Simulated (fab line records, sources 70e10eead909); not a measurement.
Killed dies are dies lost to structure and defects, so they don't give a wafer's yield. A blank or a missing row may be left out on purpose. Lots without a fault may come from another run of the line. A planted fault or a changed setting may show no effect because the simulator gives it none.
A struck lot beside a sound one | flow nand_harc | 42 steps out of a route of 1302
Sound: wafers L603.2, L603.5, L603.6. Struck: wafers L595.2, L595.3, L595.5. The cause comes at the end.
At each step with rows: each side's tool, then ch and its chambers, then its first start. Under that, the readings that differ: sound wafers | struck wafers | difference of the means | sigmas: that difference in standard deviations of wafers without a fault.
alike: readings whose means differ by less than 2 such deviations, and words and numbers that are the same on both sides. not compared: withheld readings, readings that some wafer has no value for, bounds like >300 that may hide the same value, and numbers for which the record gives no deviation and whose values overlap.
The two part at a step that has a row with sigmas, a row that says differs or no value, or rows on one side only. Numbers that don't overlap but have no deviation are shown without sigmas and don't part them. A reading that every wafer of one side lacks parts them only if that side has two wafers or more.

first, 7 steps without rows for these wafers: NHARC_A_CONTACT_ETCH_75 (etches the open film in CF4, target depth 39 nm, time 65 s); NHARC_A_CONTACT_ETCH_76 (etches the open film in N2/H2, target depth 260 nm, time 475.3 s); NHARC_A_CONTACT_ETCH_77 (etches the open film in CF4/CHF3, target depth 108.9 nm, time 54.5 s); NHARC_A_CONTACT_ETCH_78 (etches the open film in O2/COS, target depth 5300 nm, time 1378 s); NHARC_A_CONTACT_ETCH_124 (etches the open film in C4F8/O2/Ar, time 140 s, target depth 700 nm); NHARC_A_CONTACT_ETCH_125 (etches the open film in C4F8/O2/Ar, time 197 s, target depth 1918 nm); NHARC_A_CONTACT_ETCH_126 (etches the open film in C4F8/O2/Ar, time 197 s, target depth 1918 nm).
NHARC_A_CONTACT_ETCH_127: etches the open film in C4F8/O2/Ar, time 197 s, target depth 1918 nm.
  sound on har_cap_etch-01 ch 0,1, day 28 19:04; struck on har_cap_etch-03 ch 0,1, day 25 20:05
  not compared: rf_hours_counter_h
then, 3 steps without rows for these wafers: NHARC_A_CONTACT_ETCH_128 (etches the open film in C4F8/O2/Ar, time 197 s, target depth 1918 nm); NHARC_A_CONTACT_ETCH_129 (etches the open film in C4F8/O2/Ar, time 197 s, target depth 1918 nm); NHARC_A_CONTACT_ETCH_130 (etches the open film in C4F8/O2/Ar, time 197 s, target depth 1918 nm).
NHARC_A_CONTACT_ETCH_131: etches the open film in C4F8/O2/Ar, time 197 s, target depth 1918 nm.
  sound on har_cap_etch-01 ch 0,1, day 28 20:01; struck on har_cap_etch-03 ch 0,1, day 25 21:02
  not compared: rf_hours_counter_h
NHARC_A_CONTACT_ETCH_132: etches the open film in C4F8/O2/Ar, time 197 s, target depth 1924 nm.
  sound on har_cap_etch-01 ch 0,1, day 28 20:14; struck on har_cap_etch-03 ch 0,1, day 25 21:16
  not compared: rf_hours_counter_h
NHARC_A_CONTACT_ETCH_133: etches the open film in C4F8/O2/Ar, time 374 s, target depth 1610 nm.
  sound on har_cap_etch-01 ch 0,1, day 28 20:32; struck on har_cap_etch-03 ch 0,1, day 25 21:30
  not compared: rf_hours_counter_h
then, 1 step without rows for these wafers: NHARC_A_CONTACT_ETCH_91 (etches the open film in CH3F/O2, target depth 40 nm, time 85.7 s).
NHARC_A_CONTACT_ETCH_97: etches the open film in C4F6/O2, target depth 20 nm, time 10 s.
  sound on rie_diel-05 ch 1,2,3; struck on rie_diel-01 ch 1,3
  alike: drypump_motor_current_A, oes_product_au, rf_vpp_V, showerhead_plenum_p_Torr, throttle_valve_pct
  not compared: rf_hours_counter_h
NHARC_A_CONTACT_CD_MEAS_80:
  sound on cd_sem-02, day 28 21:35; struck on cd_sem-02, day 25 22:39
  alike: cd_nm
then, 3 steps without rows for these wafers: NHARC_A_CONTACT_STRIP_103 (strips in N2/H2); NHARC_A_CONTACT_STRIP_104 (strips in CF4/CHF3); NHARC_A_CONTACT_STRIP_105 (strips in O2/COS).
NHARC_A_CONTACT_ETCH_106: etches the open film in CF4/O2, target depth 90 nm, overetch 9 nm, time 49.5 s.
  sound on rie_diel-05 ch 2,3, day 28 21:54; struck on rie_diel-05 ch 0,1,3, day 25 22:56
  alike: drypump_motor_current_A, oes_product_au, rf_vpp_V, showerhead_plenum_p_Torr, throttle_valve_pct
  not compared: rf_hours_counter_h
then, 14 steps without rows for these wafers: NHARC_A_CONTACT_STRIP_82 (strips in O2); NHARC_A_CONTACT_STRIP_83 (strips in post etch residue remover, time 600 s); NHARC_A_CONTACT_DEP_84 (deposits aC, target thk 2800 nm); NHARC_A_CONTACT_DEP_85 (deposits SiON, target thk 60 nm); NHARC_A_CONTACT_DEHYDRATE_00 (time 120 s); NHARC_A_CONTACT_HMDS_01 (time 30 s); NHARC_A_CONTACT_COAT_86 (time 75 s); NHARC_A_CONTACT_COAT_87 (time 65 s); NHARC_A_CONTACT_COAT_02 (resist thk 90 nm); NHARC_A_CONTACT_SOFTBAKE_03 (time 55 s); NHARC_A_CONTACT_EBR_04; NHARC_A_CONTACT_EXPOSE_05 (exposes mask A CC); NHARC_A_CONTACT_PEB_06 (peb time 65 s); NHARC_A_CONTACT_DEVELOP_07 (develop time 35 s).
NHARC_A_CONTACT_CD_MEAS_08: target cd 200 nm.
  sound on cd_sem-02 ch 0, day 29 03:20; struck on cd_sem-02 ch 0, day 26 02:35
  alike: cd_nm
NHARC_A_CONTACT_OVL_MEAS_09:
  sound on overlay-02, day 29 03:25; struck on overlay-01, day 26 02:40
  alike: overlay_x_nm, overlay_y_nm
then, 4 steps without rows for these wafers: NHARC_A_CONTACT_DESCUM_13 (chemistry O2, time 3 s); NHARC_A_CONTACT_ETCH_88 (etches the open film in CF4, target depth 39 nm, time 65 s); NHARC_A_CONTACT_ETCH_89 (etches the open film in N2/H2, target depth 260 nm, time 475.3 s); NHARC_A_CONTACT_ETCH_30 (etches the open film in CF4/CHF3, target depth 72.6 nm, time 36.3 s).
-- the record jumps here: 2 days lie between the struck wafers' starts before and after (it left off in module A_CONTACT and takes up again in module END, whose first step shown is number 1302 of the route) --
NHARC_END_SORT_01:
  the record has rows for the struck wafers here (prober-01 ch 0, day 28 08:03) and none for the sound ones

WHERE THEY PART
Only at NHARC_END_SORT_01, within this record.

WHY: what the simulator had put in
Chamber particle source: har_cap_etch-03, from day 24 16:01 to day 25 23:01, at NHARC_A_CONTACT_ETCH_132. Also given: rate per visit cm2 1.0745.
